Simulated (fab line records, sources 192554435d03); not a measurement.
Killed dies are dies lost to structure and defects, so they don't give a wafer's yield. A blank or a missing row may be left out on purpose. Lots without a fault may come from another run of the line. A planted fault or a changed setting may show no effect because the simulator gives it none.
Which tool did it? | flow n5_finfet | 12 lots, 36 wafers sampled, at 1 step of a route of 1938

WHAT THE GAUGES READ, wafer by wafer
N5_BEOL_M12_INSPECT_55: inspects for defects (darkfield).
lot  | measured     | on                | raw_defect_count
L075 | day 11 12:01 | defect_inspect-01 | 111 81 87
L077 | day 11 15:13 | defect_inspect-02 | 96 83 67
L079 | day 11 22:40 | defect_inspect-02 | 155 77 86
L083 | day 12 19:49 | defect_inspect-01 | 98 95 76
L081 | day 13 01:20 | defect_inspect-02 | 70 56 70
L084 | day 13 18:10 | defect_inspect-02 | 99 70 58
L087 | day 14 00:45 | defect_inspect-02 | 57 59 54
L089 | day 15 09:32 | defect_inspect-02 | 90 95 79
L092 | day 15 15:12 | defect_inspect-01 | 92 66 98
L094 | day 16 01:54 | defect_inspect-02 | 177 79 58
L095 | day 16 17:10 | defect_inspect-02 | 112 133 87
L096 | day 16 23:53 | defect_inspect-01 | 62 46 73

WHICH TOOL RAN EACH LOT (tool, then ch and the chambers of the sampled wafers, then the start)
The record holds no process step before these readings.

THE ANSWER, worked out from the rows above alone
Rule: what is usual is taken from the lots themselves. Put in order of their means at a reading, lots are off if they are a third of the lots or fewer, leave a main group of 4 or more, and stand apart from it by a gap of 3 or more times the standard deviation of the main group's means; of several such gaps the widest counts. A main group whose means are all the same, to the digits that the tables above print for the reading, isn't used. A lot without any number at a reading at which 4 lots or more have one is off too. The other lots that the step has rows for count as sound.
No lot is off at any reading shown: from this, nothing can be told.

WHAT THE SIMULATOR HAD PUT IN
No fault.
